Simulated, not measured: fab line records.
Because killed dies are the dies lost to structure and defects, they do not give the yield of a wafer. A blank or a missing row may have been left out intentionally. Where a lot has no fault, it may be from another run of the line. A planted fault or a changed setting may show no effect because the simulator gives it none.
Matching of chambers | flow n5Finfet | rieDiel-04 running N5_FIN_SAQP_DESCUM_21: 4 sister chambers
The step chemistry O2, time 7.9 s. 8 wafers are shown with their chamber, then 12 later ones without.

== EACH WAFER AND ITS CHAMBER ==
wafer  | chamber | drypumpMotorCurrentA (A) | showerheadPlenumPTorr (Torr)
L080.2 | 1       | 6.3                      | 2.14
L084.1 | 1       | 6.3                      | 2.14
L085.2 | 3       | 6.2                      | 2.19
L091.1 | 2       | 4.9                      | 1.98
L091.4 | 0       | 6.2                      | 2.09
L092.2 | 3       | 6.1                      | 2.18
L092.3 | 2       | 4.9                      | 1.97
L092.5 | 0       | 6.2                      | 2.09

== WAFERS MISSING THEIR CHAMBER ==
wafer  | drypumpMotorCurrentA (A) | showerheadPlenumPTorr (Torr)
L093.1 | 6.2                      | 2.09
L093.2 | 6.2                      | 2.18
L093.6 | 6.2                      | 2.18
L094.2 | 4.9                      | 1.97
L094.5 | 6.2                      | 2.18
L094.6 | 6.2                      | 2.09
L095.1 | 6.3                      | 2.13
L095.2 | 4.9                      | 1.97
L095.3 | 6.2                      | 2.18
L097.1 | 6.2                      | 2.18
L097.3 | 4.9                      | 1.97
L097.5 | 6.3                      | 2.13

== EACH ONE'S CHAMBER ==
wafer  | from the rows above | in truth
L093.1 | 0                   | 0
L093.2 | 3                   | 3
L093.6 | 3                   | 3
L094.2 | 2                   | 2
L094.5 | 3                   | 3
L094.6 | 0                   | 0
L095.1 | 1                   | 1
L095.2 | 2                   | 2
L095.3 | 3                   | 3
L097.1 | 3                   | 3
L097.3 | 2                   | 2
L097.5 | 1                   | 1
Placed correctly: 12 of 12. Not placeable from these rows: 0. Number placed wrongly: 0.
How it was worked out, from the rows above alone: a wafer's distance from a chamber is the root of the sum, over the readings, of the square of ((its reading less the chamber's mean) divided by the reading's scatter). If the next closest chamber is less than 2 further off than the closest, the wafer can't be placed; otherwise it belongs to the closest. The mean given for a chamber averages the wafers shown for that chamber. The scatter: the root of (the sum of the squares of (reading less its chamber's mean) over the shown wafers, divided by (wafers less chambers)).
